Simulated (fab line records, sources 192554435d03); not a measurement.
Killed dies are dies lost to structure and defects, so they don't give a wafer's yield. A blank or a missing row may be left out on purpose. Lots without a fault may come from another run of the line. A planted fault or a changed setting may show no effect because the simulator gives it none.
Split-lot experiment | flow n5_finfet | 7 lots, 21 wafers read, on a route of 1938 steps

THE SPLIT
At N5_BEOL_M5_ETCH_72 (etches underlayer in N2/H2, target depth 6.5 nm, time 5.2 s), the setting bias_w was moved away from the recipe's 150 W on 3 of the 21 wafers read, by -11.9% to -6.3%. The other wafers ran this setting at the recipe's value.

The reading is taken at the split's own step.

THE READING
rf_vpp_V, in V, at N5_BEOL_M5_ETCH_72 (etches underlayer in N2/H2, target depth 6.5 nm, time 5.2 s). Fault-free wafers of this fab line usually give 523.5 V, standard deviation 2.6 V.

wafer  | tool, chamber at the split | bias_w as run, W | against the recipe | rf_vpp_V, V | against lot-mates on the recipe
L075.3 | rie_diel-02, 2             | 132.1            | -11.9%             | 480.0       | -46.1
L075.4 | rie_diel-02, 3             | 150              | recipe             | 526.1       | -
L075.6 | rie_diel-02, 3             | 132.1            | -11.9%             | 484.8       | -41.3
L076.3 | rie_diel-06, 0             | 150              | recipe             | 520.2       | -
L076.5 | rie_diel-06, 2             | 150              | recipe             | 522.3       | -
L076.6 | rie_diel-06, 1             | 150              | recipe             | 528.4       | -
L080.1 | rie_diel-06, 1             | 150              | recipe             | 528.5       | -
L080.2 | rie_diel-06, 0             | 150              | recipe             | 522.5       | -
L080.3 | rie_diel-06, 2             | 140.5            | -6.3%              | 502.3       | -23.2
L081.1 | rie_diel-06, 1             | 150              | recipe             | 530.9       | -
L081.2 | rie_diel-06, 2             | 150              | recipe             | 522.2       | -
L081.4 | rie_diel-06, 0             | 150              | recipe             | 523.8       | -
L083.2 | rie_diel-01, 1             | 150              | recipe             | 520.4       | -
L083.5 | rie_diel-01, 0             | 150              | recipe             | 527.4       | -
L083.6 | rie_diel-01, 3             | 150              | recipe             | 522.5       | -
L085.4 | rie_diel-02, 2             | 150              | recipe             | 522.8       | -
L085.5 | rie_diel-02, 1             | 150              | recipe             | 523.4       | -
L085.6 | rie_diel-02, 0             | 150              | recipe             | 524.5       | -
L092.2 | rie_diel-02, 1             | 150              | recipe             | 524.1       | -
L092.5 | rie_diel-02, 1             | 150              | recipe             | 520.5       | -
L092.6 | rie_diel-02, 3             | 150              | recipe             | 526.2       | -

THE FIT
A straight line over all 21 wafers: rf_vpp_V changes by +3.5 V for each +1% of bias_w; r = +0.98; the points scatter about the line by 3 V.
The same after taking each lot's own level away (the mean of its wafers on the recipe; 21 wafers): +3.66 V for each +1%; r = +0.98; scatter 2.8 V.
On that fit, the largest move of bias_w shifts the reading by 44 V.
The lots' own levels span 523.43 to 526.10 V, that is 1.0 times the standard deviation above.
So the lot-to-lot level changes the slope little: the two slopes agree.
Check: with one of the wafers moved furthest among these (-11.9%) left out of the fit, the line predicts -41.8 V for it against its lot-mates. It came out at -46.1 V against them.
Tool readings at the split's step, against how far the setting was moved: rf_vpp_V r = +0.98.

OTHER SPLITS ON THESE WAFERS
These wafers also went through other splits before the reading. Each is held against what the fit with the lots' levels taken away leaves over:
other split on the same wafers   | wafers away from the commonest value | r with rf_vpp_V (lot level and that fit taken away)
N5_BEOL_M2_TRENCH_ETCH_37 time_s | 8                                    | +0.12
N5_BEOL_M3_SPUTTER_81 time_s     | 9                                    | +0.26

THE FILE'S OWN FIT
rf_vpp_V changes by +3.66 V for each +1% of bias_w, r = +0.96.
